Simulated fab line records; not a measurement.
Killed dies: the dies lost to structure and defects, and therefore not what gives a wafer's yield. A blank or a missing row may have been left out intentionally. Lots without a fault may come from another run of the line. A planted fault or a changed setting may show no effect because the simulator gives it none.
Split-lot experiment | flow n5 finfet | 21 wafers read from 7 lots, route of 1938 steps

THE SPLIT ITSELF
At N5_GATE_CUT_COAT_27 (time 60 s, resist thk 10 nm), the setting spin rpm was moved away from the recipe's 1500 rpm on 5 of the 21 wafers read, by -4.0% to +6.8%. This setting was run at the recipe's value on the other wafers.

SPLIT TO READING: what lies between them in the file, 1 step
- N5_GATE_CUT_DESCUM_18: chemistry O2, time 7 s (also split here: time s)

THE READING
etch.depth nm (the simulator's own value, which no gauge read), in nm, at N5_GATE_CUT_ETCH_28 (etches underlayer in N2/H2, target depth 13 nm, time 10.4 s). There is no usual value for it anywhere in the file. Across the 16 wafers here that went through the recipe, the average is 9.987 nm and the standard deviation 0.028 nm.

wafer  | tool, chamber at the split | spin rpm as run, rpm | against the recipe | etch.depth nm, nm | against lot-mates on the recipe
L076.1 | litho track-01, 0          | 1500                 | recipe             | 10.05             | -
L076.2 | litho track-01, 0          | 1500                 | recipe             | 10.03             | -
L076.6 | litho track-01, 0          | 1500                 | recipe             | 10.01             | -
L077.2 | litho track-03, 0          | 1500                 | recipe             | 9.983             | -
L077.4 | litho track-03, 0          | 1500                 | recipe             | 9.993             | -
L077.5 | litho track-03, 0          | 1500                 | recipe             | 9.967             | -
L081.4 | litho track-05, 0          | 1602                 | +6.8%              | 9.635             | -0.375
L081.5 | litho track-05, 0          | 1602                 | +6.8%              | 9.661             | -0.349
L081.6 | litho track-05, 0          | 1500                 | recipe             | 10.01             | -
L080.2 | litho track-01, 0          | 1500                 | recipe             | 9.979             | -
L080.5 | litho track-01, 0          | 1440                 | -4.0%              | 10.18             | +0.201
L080.6 | litho track-01, 0          | 1440                 | -4.0%              | 10.21             | +0.231
L084.1 | litho track-05, 0          | 1500                 | recipe             | 9.949             | -
L084.4 | litho track-05, 0          | 1500                 | recipe             | 9.955             | -
L084.5 | litho track-05, 0          | 1500                 | recipe             | 9.977             | -
L085.2 | litho track-03, 0          | 1500                 | recipe             | 10                | -
L085.3 | litho track-03, 0          | 1500                 | recipe             | 10                | -
L085.5 | litho track-03, 0          | 1500                 | recipe             | 9.987             | -
L095.1 | litho track-01, 0          | 1594                 | +6.3%              | 9.69              | -0.263
L095.2 | litho track-01, 0          | 1500                 | recipe             | 9.945             | -
L095.5 | litho track-01, 0          | 1500                 | recipe             | 9.961             | -

FIT RESULTS
A straight line over all 21 wafers: etch.depth nm changes by -0.0498 nm for each +1% of spin rpm; r = -0.98; the points scatter about the line by 0.027 nm.
The same after taking each lot's own level away (the mean of its wafers on the recipe; 21 wafers): -0.0508 nm for each +1%; r = -0.99; scatter 0.018 nm.
The reading moves by 0.35 nm for the largest change in spin rpm, on that fit.
Measured against the standard deviation above, the lots' own levels, which go from 9.9530 to 10.0300 nm, span 2.7 times it.
The two slopes are in agreement: the lot-to-lot level therefore moves the slope only a little.
Check: with one of the wafers moved furthest among these (+6.8%) left out of the fit, the line predicts -0.33 nm for it against its lot-mates. It came out at -0.375 nm against them.

FURTHER SPLITS ON THESE WAFERS
Before the reading, these wafers also passed through other splits. Each is held against what the fit with the lots' levels taken away leaves over:
other split on the same wafers | wafers away from the commonest value | r with etch.depth nm (lot level and that fit taken away)
N5_HKMG_FIN_COAT_43 spin rpm   | 7                                    | +0.17
N5_GATE_CUT_DESCUM_18 time s   | 6                                    | +0.22

THE WHOLE CHAIN: every reading that the file lists as answering this split, in the file's order
step                | what it does                                                | reading                                                                                | change (the file's fit)                | r (the file's)
N5_GATE_CUT_COAT_27 | time 60 s, resist thk 10 nm                                 | underlayer_of_GATE_CUT_COAT_27.thk nm (the simulator's own value, which no gauge read) | -0.0594 nm for each +1% of the setting | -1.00
N5_GATE_CUT_ETCH_28 | etches underlayer in N2/H2, target depth 13 nm, time 10.4 s | etch.depth nm (the simulator's own value, which no gauge read)                         | -0.0489 nm for each +1% of the setting | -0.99

THE FILE'S OWN FIT
etch.depth nm changes by -0.0489 nm for each +1% of spin rpm, r = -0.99.
